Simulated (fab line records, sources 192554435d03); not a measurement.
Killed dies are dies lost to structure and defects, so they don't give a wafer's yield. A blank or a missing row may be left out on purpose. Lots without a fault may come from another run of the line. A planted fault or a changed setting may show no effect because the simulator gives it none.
fab line records | flow n5_finfet
record lots=23 wafers=69 last_day=18
route steps=1938 shown BEOL_M3@969
lots that met no fault: from a run of the same line without faults
start_h: hours from the record's first day to the start of the lot's first wafer shown | wait_h: hours since the lot's step before | " the same as in the row above | L1.1+2: a row that stands for several wafers | - no value, or no start given | * or withheld: withheld | < > ~ a bound
route shown NAME@n: a module of which the file shows steps, and the number in the route of the first | usual: mean/standard deviation of fault-free wafers | same: alike in all rows | chamber/n: place in a boat | sites: the reading at each site | _std_site: their standard deviation | _edge_site: outer sites' mean less inner sites' | radius_mm: how far each site lies from the wafer's centre | mask NAME#n: copy n | behind: the tool/chamber that last shaped the wafer | hold: why the lot was held/for how many hours/how that ended | device: the transistor (n, p or np) that didn't switch | end of line: the same wafers' tests at the end of the route | a step without rows: its recipe alone | killed: dies lost to structure and defects at the first sort, not the wafer's yield | map: a wafer's dies, x killed, . not, _ none there
set.NAME: the setting as run; set.NAME@STEP: as run at that earlier step | model.NAME: the simulator's own value behind a step, which no gauge read
steps of the route over a sample of lots; a table a step, a row a wafer
services: from which hour (start_h, from the record's first day; less than 0 if before it) a tool's chamber was out of use, for how many hours, and why
## steps
# step N5_BEOL_M3_DESCUM_33
# recipe chemistry=O2 time_s=7 source_power_w=50 bias_power_w=20 pressure_mtorr=20 rf_frequency_hz=2.712e+07 temp_c=40 resist=CAR-EUV o2_flow_sccm=225
# usual chamber_pressure_mTorr=20.000/0.018 drypump_motor_current_A=6.0/0.37 oes_product_au=0.79/0.072 rf_vpp_V=242.8/1.5 showerhead_plenum_p_Torr=2.08/0.074 throttle_valve_pct=20.52/0.2
# columns lot.wafer tool chamber start_h wait_h chamber_pressure_mTorr drypump_motor_current_A oes_product_au rf_hours_counter_h rf_vpp_V showerhead_plenum_p_Torr throttle_valve_pct
L074.3 rie_diel-03 2 151.42 0.0 19.986 6.0 0.70 209 241.6 2.08 20.77
L074.4 " 3 " " 20.033 5.5 0.86 40 245.1 2.22 19.91
L074.6 " 0 " " 20.014 5.8 0.83 - 243.4 2.13 20.62
L075.1 rie_diel-02 3 171.40 0.0 19.997 5.3 0.83 71 240.6 2.03 20.51
L075.2 " 2 " " 20.007 6.7 0.71 214 242.1 1.98 20.56
L075.4 " 1 " " 20.000 5.9 0.81 96 242.7 2.04 20.44
L076.2 rie_diel-01 3 174.64 0.0 19.995 6.0 0.74 175 242.1 2.08 20.43
L076.3 " 0 " " 19.988 5.9 0.77 128 244.0 2.11 20.54
L076.5 " 0 " " 20.030 5.9 0.78 - 243.3 2.11 20.52
L077.1 rie_diel-01 3 177.92 0.0 20.032 6.0 0.73 176 241.9 2.08 20.44
L077.3 " 1 " " 19.993 6.3 0.90 30 242.0 2.05 20.57
L077.5 " 1 " " 19.995 6.3 0.90 - 241.9 2.05 20.59
L078.1 rie_diel-02 0 180.54 0.0 19.987 6.5 0.68 232 245.0 2.15 20.49
L078.3 " 1 " " 19.983 5.8 0.81 99 240.7 2.03 20.44
L078.6 " 3 " " 19.994 5.3 0.82 - 241.1 2.03 20.52
L079.3 rie_diel-01 0 184.79 0.0 19.975 5.9 0.78 132 241.5 2.11 20.54
L079.4 " 0 " " 20.006 5.9 0.78 - 243.5 2.11 20.52
L079.5 " 3 " " 19.982 6.0 0.73 - 243.5 2.08 20.45
L080.1 rie_diel-03 0 192.08 0.0 20.007 5.8 0.82 72 243.0 2.12 20.65
L080.3 " 3 " " 20.012 5.6 0.84 54 244.1 2.22 19.93
L080.5 " 2 " " 20.007 5.9 0.69 - 242.1 2.07 20.78
L081.2 rie_diel-03 3 195.25 0.0 19.994 5.6 0.84 54 245.6 2.22 19.93
L081.4 " 1 " " 19.987 6.2 0.77 133 238.9 1.93 20.39
L081.6 " 3 " " 20.001 5.6 0.83 - 244.5 2.22 19.95
L082.3 rie_diel-03 2 196.05 0.0 20.003 5.9 0.69 223 243.3 2.07 20.79
L082.5 " 1 " " 19.995 6.2 0.76 - 240.1 1.93 20.38
L082.6 " 0 " " 19.982 5.9 0.82 - 243.1 2.12 20.65
L083.2 rie_diel-03 0 202.13 0.0 20.015 5.8 0.81 76 244.5 2.12 20.65
L083.4 " 1 " " 20.030 6.2 0.76 136 239.6 1.93 20.41
L083.6 " 1 " " 19.953 6.2 0.76 - 239.7 1.93 20.39
L084.1 rie_diel-02 1 207.07 0.0 19.997 5.8 0.80 107 242.2 2.03 20.44
L084.4 " 3 " " 19.966 5.3 0.82 82 241.8 2.03 20.52
L084.6 " 2 " " 19.985 6.7 0.70 - 241.5 1.98 20.57
L085.2 rie_diel-03 1 213.36 0.0 19.991 6.2 0.76 138 238.5 1.93 20.40
L085.3 " 2 " " 20.007 6.0 0.69 227 241.9 2.07 20.80
L085.6 " 1 " " 20.002 6.2 0.76 - 241.7 1.93 20.40
L086.2 rie_diel-02 0 224.26 0.0 19.995 6.5 0.68 244 243.7 2.15 20.53
L086.5 " 1 " " 19.986 5.8 0.80 - 240.9 2.03 20.47
L086.6 " 0 " " 20.022 6.5 0.68 - 244.2 2.15 20.53
L087.1 rie_diel-01 2 236.38 0.0 19.996 5.5 0.95 6 243.5 2.14 20.59
L087.2 " 0 " " 19.994 5.9 0.77 151 244.7 2.10 20.58
L087.6 " 0 " " 20.029 5.9 0.76 - 242.7 2.10 20.57
L088.4 rie_diel-03 1 242.21 0.0 19.952 6.2 0.75 147 241.0 1.92 20.40
L088.5 " 1 " " 19.953 6.2 0.76 - 242.1 1.92 20.41
L088.6 " 0 " " 20.038 5.8 0.80 - 243.6 2.12 20.67
L090.2 rie_diel-02 0 250.49 0.0 20.003 6.4 0.66 252 245.8 2.15 20.52
L090.3 " 2 " " 19.986 6.7 0.69 238 240.9 1.97 20.59
L090.4 " 3 " " 19.999 5.3 0.79 94 242.7 2.02 20.53
L089.3 rie_diel-02 3 255.31 0.7 19.981 5.3 0.80 95 241.9 2.02 20.55
L089.4 " 0 " " 20.011 6.5 0.67 253 244.1 2.15 20.52
L089.5 " 3 " " 20.036 5.3 0.80 - 240.7 2.02 20.53
L093.1 rie_diel-01 1 262.81 0.0 20.012 6.3 0.85 60 241.3 2.04 20.61
L093.3 " 3 " " 19.986 6.0 0.72 202 243.2 2.07 20.48
L093.4 " 0 " " 20.002 5.9 0.75 159 243.9 2.10 20.57
L092.3 rie_diel-01 1 263.07 0.0 19.979 6.3 0.85 60 243.4 2.04 20.62
L092.5 " 2 " " 20.013 5.5 0.92 - 245.1 2.14 20.60
L092.6 " 1 " " 19.985 6.3 0.85 - 242.8 2.04 20.63
L094.1 rie_diel-03 3 264.42 0.2 20.017 5.6 0.82 74 245.3 2.21 19.99
L094.3 " 1 " " 19.983 6.2 0.75 154 240.0 1.92 20.42
L094.4 " 2 " " 20.021 5.9 0.68 241 242.5 2.07 20.83
L095.2 rie_diel-01 1 269.69 0.2 19.990 6.3 0.85 62 242.8 2.04 20.61
L095.3 " 2 " " 19.978 5.5 0.91 17 243.8 2.14 20.62
L095.4 " 2 " " 20.010 5.5 0.92 - 243.3 2.14 20.62
L096.2 rie_diel-01 2 277.45 0.0 19.969 5.5 0.90 19 244.1 2.14 20.62
L096.3 " 3 " " 20.003 6.0 0.72 205 243.6 2.07 20.47
L096.4 " 0 " " 20.000 5.9 0.75 164 243.4 2.10 20.59
L097.2 rie_diel-01 1 292.45 0.2 19.991 6.3 0.83 72 241.9 2.03 20.65
L097.4 " 0 " " 20.006 5.9 0.74 171 243.2 2.09 20.58
L097.5 " 1 " " 19.979 6.3 0.82 - 241.2 2.03 20.64
# step N5_BEOL_M3_ALD_98
# recipe material=SiO2 target_thk_a=25 temp_c=100 ald_precursor_family=BDEAS ald_co_reactant=O2-plasma pulse_time_s=1 co_reactant_pulse_time_s=1 purge_time_s=2 co_reactant_purge_time_s=2 ald_cycles=17 pressure_torr=2
# usual chamber_pressure_Torr=2.000/0.0048 heater_power_w=79/9 precursor_pulse_height_rel=1.000/0.02
# columns lot.wafer tool chamber start_h wait_h chamber_pressure_Torr heater_power_w precursor_pulse_height_rel
L074.3 ald_sin-04 1 151.60 0.1 1.993 71 0.985
L074.4 " 0 " " 1.999 86 1.017
L074.6 " 1 " " 1.997 72 1.008
L075.1 ald_sin-04 3 171.54 0.1 2.000 100 1.019
L075.2 " 2 " " 1.996 89 1.003
L075.4 " 1 " " 2.000 71 1.016
L076.2 ald_sin-04 1 174.92 0.2 2.002 73 0.972
L076.3 " 2 " " 1.997 91 1.014
L076.5 " 1 " " 1.996 73 0.992
L077.1 ald_sin-02 2 178.24 0.2 2.000 75 0.982
L077.3 " 0 " " 1.999 90 0.998
L077.5 " 1 " " 1.996 80 0.952
L078.1 ald_sin-02 3 181.15 0.5 1.997 76 0.993
L078.3 " 2 " " 1.996 74 1.007
L078.6 " 2 " " 2.003 76 1.010
L079.3 ald_sin-02 2 185.27 0.4 2.000 75 1.004
L079.4 " 2 " " 1.996 77 0.997
L079.5 " 1 " " 2.008 80 1.010
L080.1 ald_sin-03 2 192.21 0.1 2.001 71 1.003
L080.3 " 3 " " 1.996 60 0.976
L080.5 " 3 " " 1.998 61 1.003
L081.2 ald_sin-02 2 195.67 0.3 1.998 77 0.992
L081.4 " 3 " " 2.002 75 1.014
L081.6 " 1 " " 2.000 79 0.996
L082.3 ald_sin-02 3 196.24 0.1 2.003 75 0.984
L082.5 " 2 " " 1.998 74 1.018
L082.6 " 1 " " 1.988 79 1.007
L083.2 ald_sin-04 1 202.27 0.1 2.010 73 0.979
L083.4 " 0 " " 2.002 81 1.000
L083.6 " 3 " " 1.994 102 1.011
L084.1 ald_sin-02 2 207.20 0.1 2.004 75 0.984
L084.4 " 3 " " 1.995 73 1.002
L084.6 " 1 " " 2.005 79 1.011
L085.2 ald_sin-03 1 213.53 0.1 1.997 92 1.014
L085.3 " 0 " " 2.003 82 0.991
L085.6 " 0 " " 2.004 81 1.039
L086.2 ald_sin-03 2 224.40 0.1 2.002 73 1.007
L086.5 " 3 " " 2.003 60 1.016
L086.6 " 2 " " 2.008 74 1.004
L087.1 ald_sin-04 1 236.51 0.1 2.002 71 1.002
L087.2 " 3 " " 1.995 99 1.000
L087.6 " 3 " " 2.000 99 0.938
L088.4 ald_sin-03 0 242.34 0.1 1.998 81 0.993
L088.5 " 2 " " 2.000 72 0.996
L088.6 " 1 " " 1.995 93 1.020
L090.2 ald_sin-03 1 250.62 0.1 1.998 94 1.012
L090.3 " 0 " " 2.006 84 1.003
L090.4 " 2 " " 2.004 72 1.011
L089.3 ald_sin-02 2 255.45 0.1 2.008 78 1.019
L089.4 " 2 " " 2.009 77 0.996
L089.5 " 1 " " 2.000 78 1.001
L093.1 ald_sin-02 0 262.95 0.1 1.996 90 1.008
L093.3 " 3 " " 2.004 75 1.024
L093.4 " 2 " " 1.994 76 1.022
L092.3 ald_sin-04 3 263.20 0.1 2.003 101 0.967
L092.5 " 2 " " 1.998 82 0.994
L092.6 " 3 " " 2.000 99 1.007
L094.1 ald_sin-02 1 264.55 0.1 2.003 80 0.980
L094.3 " 0 " " 1.997 90 1.003
L094.4 " 2 " " 2.002 76 0.993
L095.2 ald_sin-02 1 270.83 1.1 2.003 80 0.982
L095.3 " 3 " " 1.996 75 0.996
L095.4 " 0 " " 2.002 91 0.981
L096.2 ald_sin-03 2 277.59 0.1 1.991 73 0.986
L096.3 " 3 " " 2.001 63 1.011
L096.4 " 0 " " 2.003 82 1.011
L097.2 ald_sin-02 1 292.70 0.2 2.003 81 1.011
L097.4 " 2 " " 1.996 76 0.998
L097.5 " 2 " " 1.999 77 0.968
# step N5_BEOL_M3_ETCH_70
# recipe chemistry=N2/H2 target=SOC target_depth_a=800 overetch_a=160 mask_material=SiARC temp_c=40 time_s=120 ion_energy_ev=200 pressure_mtorr=30 source_w=840 bias_w=150 n2_flow_sccm=200 h2_flow_sccm=200
# usual chamber_pressure_mTorr=30.002/0.027 drypump_motor_current_A=6.0/0.38 oes_product_au=0.59/0.048 rf_vpp_V=522.7/2.7 showerhead_plenum_p_Torr=2.50/0.092 throttle_valve_pct=17.91/0.22
# columns lot.wafer tool chamber start_h wait_h chamber_pressure_mTorr drypump_motor_current_A oes_product_au rf_hours_counter_h rf_vpp_V showerhead_plenum_p_Torr throttle_valve_pct
L074.3 rie_diel-01 0 159.44 0.0 30.009 5.9 0.60 124 525.4 2.56 17.87
L074.4 " 3 " " 29.982 6.0 0.57 170 524.4 2.53 17.81
L074.6 " 2 " " 30.017 5.5 0.53 - 525.3 2.60 18.42
L075.1 rie_diel-01 3 172.67 0.0 30.018 6.0 0.56 174 524.4 2.53 17.79
L075.2 " 1 " " 29.987 6.4 0.68 29 523.1 2.48 17.85
L075.4 " 0 " " 30.054 5.9 0.60 127 526.1 2.56 17.88
L076.2 rie_diel-03 2 175.94 0.0 29.946 5.9 0.54 216 523.7 2.52 18.17
L076.3 " 3 " " 29.995 5.6 0.64 49 528.7 2.70 17.31
L076.5 " 0 " " 30.009 5.8 0.64 - 525.2 2.57 18.05
L077.1 rie_diel-01 3 178.73 0.0 29.999 6.0 0.57 176 523.9 2.53 17.81
L077.3 " 0 " " 29.989 5.9 0.59 129 523.6 2.56 17.90
L077.5 " 1 " " 30.002 6.3 0.68 - 523.2 2.48 17.84
L078.1 rie_diel-02 3 183.43 0.0 29.981 5.3 0.63 75 522.0 2.47 17.89
L078.3 " 0 " " 30.003 6.5 0.53 233 525.7 2.62 17.91
L078.6 " 3 " " 30.024 5.3 0.63 - 521.5 2.47 17.87
L079.3 rie_diel-03 1 189.02 0.0 30.023 6.2 0.59 131 519.9 2.35 17.79
L079.4 " 3 " " 29.996 5.6 0.63 52 527.8 2.70 17.32
L079.5 " 0 " " 29.998 5.9 0.63 - 525.0 2.57 18.07
L080.1 rie_diel-01 3 193.85 0.0 29.985 6.0 0.57 182 523.9 2.52 17.82
L080.3 " 1 " " 30.033 6.4 0.68 37 522.9 2.48 17.84
L080.5 " 3 " " 30.032 6.0 0.56 - 525.2 2.52 17.82
L081.2 rie_diel-01 3 195.84 0.0 30.000 6.0 0.56 183 523.1 2.52 17.81
L081.4 " 1 " " 30.020 6.4 0.67 - 521.5 2.48 17.85
L081.6 " 0 " " 29.993 5.9 0.59 - 523.2 2.55 17.90
L082.3 rie_diel-01 3 211.30 0.0 29.975 6.0 0.56 190 524.2 2.52 17.82
L082.5 " 1 " " 30.001 6.3 0.67 - 522.6 2.48 17.85
L082.6 " 0 " " 30.012 5.9 0.58 - 524.3 2.55 17.90
L083.2 rie_diel-02 2 214.32 0.0 30.009 6.7 0.54 228 518.8 2.40 17.98
L083.4 " 3 " " 29.979 5.3 0.62 85 520.8 2.47 17.89
L083.6 " 3 " " 30.006 5.3 0.62 - 521.5 2.47 17.90
L084.1 rie_diel-02 0 214.77 0.0 29.975 6.5 0.53 242 525.8 2.61 17.92
L084.4 " 3 " " 30.010 5.3 0.63 85 522.1 2.47 17.89
L084.6 " 1 " " 30.013 5.9 0.60 - 522.9 2.46 17.83
L085.2 rie_diel-01 2 221.77 0.0 30.005 5.5 0.75 1 525.4 2.60 17.98
L085.3 " 1 " " 30.020 6.3 0.66 47 522.9 2.48 17.87
L085.6 " 1 " " 30.001 6.3 0.66 - 522.0 2.47 17.87
L086.2 rie_diel-03 1 230.38 0.0 30.007 6.2 0.58 143 518.5 2.34 17.83
L086.5 " 0 " " 29.971 5.9 0.62 - 525.8 2.57 18.08
L086.6 " 1 " " 30.014 6.2 0.59 - 518.5 2.34 17.83
L087.1 rie_diel-02 1 238.10 0.0 29.958 5.9 0.59 116 521.3 2.46 17.85
L087.2 " 2 " " 30.055 6.7 0.53 235 518.8 2.40 17.99
L087.6 " 2 " " 29.958 6.8 0.54 - 520.2 2.40 17.98
L088.4 rie_diel-02 2 245.66 0.0 29.999 6.7 0.53 237 521.4 2.40 17.98
L088.5 " 3 " " 30.042 5.3 0.62 - 519.6 2.46 17.91
L088.6 " 2 " " 30.034 6.7 0.53 - 519.7 2.40 17.99
L090.2 rie_diel-02 2 251.89 0.0 30.008 6.7 0.53 239 519.7 2.40 17.99
L090.3 " 3 " " 30.054 5.3 0.61 94 522.1 2.46 17.91
L090.4 " 1 " " 30.007 5.9 0.59 120 521.2 2.46 17.84
L089.3 rie_diel-03 2 255.94 0.0 30.045 5.9 0.53 239 522.2 2.51 18.22
L089.4 " 0 " " 30.007 5.9 0.61 89 524.1 2.57 18.09
L089.5 " 3 " " 29.997 5.6 0.62 - 528.7 2.69 17.35
L092.3 rie_diel-01 3 274.45 0.0 30.064 6.0 0.55 205 523.8 2.51 17.85
L092.5 " 0 " " 29.974 5.9 0.57 - 523.0 2.54 17.93
L092.6 " 1 " " 29.980 6.3 0.64 - 522.2 2.47 17.93
L093.1 rie_diel-03 2 274.56 0.0 30.031 6.0 0.52 243 523.5 2.51 18.23
L093.3 " 1 " " 30.024 6.2 0.57 157 517.9 2.34 17.83
L093.4 " 3 " " 29.976 5.6 0.61 78 527.1 2.69 17.37
L094.1 rie_diel-03 0 278.69 0.0 29.994 5.9 0.61 96 523.7 2.56 18.10
L094.3 " 3 " " 30.006 5.6 0.61 79 528.4 2.69 17.37
L094.4 " 2 " " 30.035 5.9 0.52 245 522.0 2.51 18.22
L095.2 rie_diel-02 1 279.64 0.0 29.977 5.8 0.59 133 521.0 2.45 17.87
L095.3 " 3 " " 29.988 5.3 0.60 106 519.9 2.46 17.93
L095.4 " 1 " " 30.044 5.8 0.59 - 521.2 2.45 17.87
L096.2 rie_diel-03 0 285.54 0.0 29.979 5.9 0.61 98 523.6 2.56 18.12
L096.3 " 2 " " 29.991 6.0 0.52 246 522.3 2.51 18.22
L096.4 " 3 " " 29.983 5.6 0.61 80 528.3 2.69 17.38
L097.2 rie_diel-03 2 296.99 0.0 29.960 5.9 0.52 250 522.0 2.51 18.23
L097.4 " 3 " " 30.021 5.6 0.61 84 527.6 2.68 17.37
L097.5 " 2 " " 29.967 5.9 0.52 - 522.2 2.51 18.25
# step N5_BEOL_M3_PRE_CLEAN_45
# recipe gas=H2/He time_s=30 temp_c=250
# usual heater_power_w=340/20
# columns lot.wafer tool chamber start_h wait_h heater_power_w
L074.3 pvd_sputter-02 - 160.65 0.0 380
L074.4 " - " " 347
L074.6 " - " " 380
L075.1 pvd_sputter-01 - 173.53 0.0 312
L075.2 " - " " 324
L075.4 " - " " 345
L076.2 pvd_sputter-01 - 177.05 0.0 344
L076.3 " - " " 346
L076.5 " - " " 342
L077.1 pvd_sputter-01 - 179.69 0.0 318
L077.3 " - " " 333
L077.5 " - " " 320
L078.1 pvd_sputter-01 - 184.53 0.0 334
L078.3 " - " " 341
L078.6 " - " " 316
L079.3 pvd_sputter-02 - 189.78 0.0 348
L079.4 " - " " 376
L079.5 " - " " 380
L080.1 pvd_sputter-01 - 195.76 0.0 345
L080.3 " - " " 314
L080.5 " - " " 315
L081.2 pvd_sputter-01 - 196.74 0.0 340
L081.4 " - " " 331
L081.6 " - " " 326
L082.3 pvd_sputter-01 - 212.19 0.0 336
L082.5 " - " " 323
L082.6 " - " " 309
L083.2 pvd_sputter-03 - 215.09 0.0 376
L083.4 " - " " 367
L083.6 " - " " 343
L084.1 pvd_sputter-02 - 215.36 0.0 313
L084.4 " - " " 348
L084.6 " - " " 339
L085.2 pvd_sputter-03 - 222.56 0.0 340
L085.3 " - " " 308
L085.6 " - " " 362
L086.2 pvd_sputter-02 - 231.18 0.0 346
L086.5 " - " " 351
L086.6 " - " " 349
L087.1 pvd_sputter-01 - 240.18 0.0 326
L087.2 " - " " 351
L087.6 " - " " 316
L088.4 pvd_sputter-02 - 246.31 0.0 342
L088.5 " - " " 373
L088.6 " - " " 342
L090.2 pvd_sputter-01 - 252.70 0.0 340
L090.3 " - " " 315
L090.4 " - " " 330
L089.3 pvd_sputter-02 - 258.05 0.0 324
L089.4 " - " " 374
L089.5 " - " " 357
L092.3 pvd_sputter-01 - 276.26 0.0 342
L092.5 " - " " 342
L092.6 " - " " 335
L093.1 pvd_sputter-01 - 276.34 0.0 343
L093.3 " - " " 347
L093.4 " - " " 311
L094.1 pvd_sputter-02 - 279.70 0.0 343
L094.3 " - " " 374
L094.4 " - " " 360
L095.2 pvd_sputter-03 - 280.25 0.0 323
L095.3 " - " " 359
L095.4 " - " " 368
L096.2 pvd_sputter-03 - 286.47 0.0 370
L096.3 " - " " 366
L096.4 " - " " 311
L097.2 pvd_sputter-03 - 298.20 0.0 315
L097.4 " - " " 343
L097.5 " - " " 367
# step N5_BEOL_M3_ALD_84
# recipe material=TaN target_thk_a=* temp_c=275 ald_precursor_family=PDMAT ald_co_reactant=NH3 pressure_torr=3 carrier_flow_sccm=1500 pulse_time_s=2 purge_time_s=3 co_reactant_purge_time_s=2 co_reactant_pulse_time_s=3 ald_cycles=30 precursor_vessel_temp_c=75 precursor_vessel_pressure_torr=26.25 precursor_vessel_carrier_sccm=1000
# usual chamber_pressure_Torr=3.001/0.0061 heater_power_w=422/40 precursor_vessel_pressure_torr=26.26/0.053
# columns lot.wafer tool chamber start_h wait_h chamber_pressure_Torr heater_power_w precursor_vessel_pressure_torr
L074.3 ald_metal-03 1 160.71 0.0 2.994 427 26.27
L074.4 " 2 " " 2.990 384 26.23
L074.6 " 2 " " 2.998 391 26.24
L075.1 ald_metal-03 3 173.61 0.1 3.001 411 26.24
L075.2 " 0 " " 3.004 432 26.21
L075.4 " 1 " " 3.000 428 26.23
L076.2 ald_metal-02 0 177.13 0.1 3.012 464 26.26
L076.3 " 2 " " 3.004 460 26.32
L076.5 " 3 " " 3.004 430 26.24
L077.1 ald_metal-03 0 179.75 0.0 3.003 428 26.32
L077.3 " 3 " " 3.007 408 26.30
L077.5 " 2 " " 3.002 393 26.28
L078.1 ald_metal-03 2 184.59 0.0 2.992 376 26.20
L078.3 " 0 " " 3.006 430 26.20
L078.6 " 2 " " 3.007 388 26.29
L079.3 ald_metal-03 2 189.84 0.0 2.999 390 26.21
L079.4 " 2 " " 2.998 386 26.24
L079.5 " 0 " " 2.995 425 26.32
L080.1 ald_metal-03 3 195.82 0.0 2.997 411 26.32
L080.3 " 2 " " 2.997 377 26.21
L080.5 " 0 " " 3.002 435 26.17
L081.2 ald_metal-02 1 196.82 0.1 2.984 423 26.29
L081.4 " 0 " " 2.994 452 26.27
L081.6 " 3 " " 2.999 422 26.25
L082.3 ald_metal-04 0 212.31 0.1 2.989 370 26.17
L082.5 " 3 " " 2.991 318 26.20
L082.6 " 2 " " 3.000 458 26.18
L083.2 ald_metal-02 3 215.15 0.0 2.992 439 26.29
L083.4 " 3 " " 3.003 435 26.22
L083.6 " 2 " " 3.001 453 26.22
L084.1 ald_metal-04 1 215.47 0.1 3.004 501 26.25
L084.4 " 0 " " 3.009 378 26.33
L084.6 " 2 " " 3.003 452 26.25
L085.2 ald_metal-02 2 222.72 0.1 3.005 472 26.23
L085.3 " 0 " " 2.996 456 26.36
L085.6 " 0 " " 2.998 447 26.20
L086.2 ald_metal-04 0 231.24 0.0 2.997 372 26.22
L086.5 " 0 " " 2.997 367 26.27
L086.6 " 1 " " 2.998 498 26.20
L087.1 ald_metal-03 0 240.42 0.2 3.002 433 26.23
L087.2 " 1 " " 2.990 427 26.25
L087.6 " 1 " " 3.003 411 26.32
L088.4 ald_metal-02 3 246.37 0.0 3.000 444 26.31
L088.5 " 2 " " 3.007 452 26.21
L088.6 " 3 " " 3.008 433 26.26
L090.2 ald_metal-02 0 252.86 0.1 3.000 463 26.30
L090.3 " 1 " " 3.006 413 26.23
L090.4 " 2 " " 3.000 452 26.32
L089.3 ald_metal-04 2 258.11 0.0 3.008 464 26.31
L089.4 " 0 " " 3.006 377 26.31
L089.5 " 1 " " 3.007 490 26.27
L092.3 ald_metal-03 1 276.34 0.1 3.004 414 26.26
L092.5 " 0 " " 2.990 430 26.29
L092.6 " 1 " " 3.006 419 26.20
L093.1 ald_metal-02 2 276.42 0.1 3.005 449 26.11
L093.3 " 1 " " 3.000 412 26.28
L093.4 " 0 " " 3.011 463 26.27
L094.1 ald_metal-03 3 279.76 0.0 3.004 413 26.21
L094.3 " 2 " " 3.004 376 26.38
L094.4 " 1 " " 3.005 412 26.35
L095.2 ald_metal-02 1 280.40 0.1 2.999 412 26.16
L095.3 " 2 " " 3.004 449 26.13
L095.4 " 3 " " 3.009 434 26.22
L096.2 ald_metal-02 2 286.53 0.0 3.001 456 26.21
L096.3 " 1 " " 3.007 414 26.16
L096.4 " 3 " " 2.987 427 26.28
L097.2 ald_metal-03 1 298.29 0.1 3.007 410 26.27
L097.4 " 2 " " 2.996 385 26.22
L097.5 " 1 " " 3.008 415 26.26
# step N5_BEOL_M3_SPUTTER_79
# recipe material=Cu target_thk_a=45 temp_c=-20 chamber_pressure_pa=0.07 power_w=withheld time_s=8.29
# usual chuck_sensor_temp_C=-16.2/0.35 throttle_valve_pct=30.0/1
# columns lot.wafer tool chamber start_h wait_h chuck_sensor_temp_C throttle_valve_pct
L074.3 pvd_sputter-01 - 161.39 0.1 -15.6 28.9
L074.4 " - " " -15.5 30.1
L074.6 " - " " -15.6 30.4
L075.1 pvd_sputter-01 - 174.63 0.1 -15.5 30.3
L075.2 " - " " -16.1 30.1
L075.4 " - " " -16.1 29.4
L076.2 pvd_sputter-02 - 178.17 0.1 -16.9 28.0
L076.3 " - " " -16.1 30.9
L076.5 " - " " -15.9 30.8
L077.1 pvd_sputter-03 - 180.50 0.1 -16.8 30.2
L077.3 " - " " -16.1 29.1
L077.5 " - " " -16.2 29.1
L078.1 pvd_sputter-03 - 185.46 0.1 -16.3 31.3
L078.3 " - " " -16.2 29.3
L078.6 " - " " -16.5 30.4
L079.3 pvd_sputter-03 - 190.56 0.1 -16.8 30.3
L079.4 " - " " -16.2 28.9
L079.5 " - " " -16.2 29.3
L080.1 pvd_sputter-03 - 196.60 0.1 -16.3 30.0
L080.3 " - " " -16.4 31.2
L080.5 " - " " -16.3 29.2
L081.2 pvd_sputter-03 - 198.74 0.1 -16.8 30.4
L081.4 " - " " -16.3 31.2
L081.6 " - " " -16.2 28.9
L082.3 pvd_sputter-03 - 213.09 0.1 -16.2 30.8
L082.5 " - " " -16.3 31.0
L082.6 " - " " -16.6 29.6
L083.2 pvd_sputter-01 - 215.90 0.1 -15.9 29.5
L083.4 " - " " -16.2 29.1
L083.6 " - " " -16.0 30.1
L084.1 pvd_sputter-02 - 216.30 0.1 -16.0 30.8
L084.4 " - " " -16.1 28.7
L084.6 " - " " -16.0 30.8
L085.2 pvd_sputter-01 - 225.82 0.1 -15.7 30.6
L085.3 " - " " -16.1 29.8
L085.6 " - " " -15.8 30.0
L086.2 pvd_sputter-02 - 232.20 0.1 -16.8 28.0
L086.5 " - " " -16.6 32.6
L086.6 " - " " -15.7 31.1
L087.1 pvd_sputter-01 - 241.12 0.1 -15.8 29.1
L087.2 " - " " -16.1 30.1
L087.6 " - " " -15.6 30.6
L088.4 pvd_sputter-02 - 247.36 0.1 -16.7 28.1
L088.5 " - " " -15.8 29.2
L088.6 " - " " -16.4 32.6
L090.2 pvd_sputter-01 - 253.70 0.1 -16.2 29.4
L090.3 " - " " -16.1 29.9
L090.4 " - " " -15.4 30.3
L089.3 pvd_sputter-01 - 258.86 0.1 -15.9 29.1
L089.4 " - " " -16.0 30.2
L089.5 " - " " -16.1 30.1
L093.1 pvd_sputter-01 - 277.12 0.1 -15.9 30.3
L093.3 " - " " -15.9 29.2
L093.4 " - " " -16.1 29.2
L092.3 pvd_sputter-03 - 277.37 0.1 -16.8 30.0
L092.5 " - " " -16.3 31.2
L092.6 " - " " -16.2 30.0
L094.1 pvd_sputter-03 - 280.51 0.1 -16.3 31.0
L094.3 " - " " -16.4 30.8
L094.4 " - " " -16.2 29.2
L095.2 pvd_sputter-03 - 282.43 0.1 -16.1 29.1
L095.3 " - " " -16.3 31.1
L095.4 " - " " -16.2 30.3
L096.2 pvd_sputter-02 - 287.52 0.1 -15.8 28.8
L096.3 " - " " -16.4 32.5
L096.4 " - " " -15.8 31.1
L097.2 pvd_sputter-01 - 299.16 0.1 -15.6 30.3
L097.4 " - " " -16.1 29.2
L097.5 " - " " -16.0 29.4
## services
# columns tool chamber start_h hours kind
ald_sin-03 - 132.20 2.8 pm
ald_metal-02 - 141.40 1.2 repair
ald_sin-04 2 143.47 6.4 repair
ald_sin-04 3 165.82 4.6 repair
ald_metal-02 0 171.75 3.5 repair
ald_sin-04 - 176.75 14.0 pm
ald_sin-02 0 179.37 81.3 repair
ald_metal-03 1 180.96 17.3 repair
rie_diel-01 2 187.71 - clean
rie_diel-01 2 187.71 - consumable_replace:focus_ring
rie_diel-01 2 187.71 28.1 scheduled_down
rie_diel-01 2 187.71 28.1 vent_cycle
ald_sin-02 - 188.21 0.7 repair
ald_metal-02 1 208.12 19.5 repair
ald_sin-04 0 211.37 2.3 repair
ald_sin-02 - 216.19 3.0 repair
rie_diel-01 3 229.61 8.4 repair
ald_sin-02 1 241.70 1.3 repair
ald_metal-03 1 249.96 19.5 repair
rie_diel-03 2 257.83 5.3 repair
ald_sin-04 1 275.98 24.2 repair
pvd_sputter-02 - 281.56 1.6 repair
ald_sin-03 - 292.13 6.1 pm
rie_diel-03 2 297.32 - clean
## key
fault none
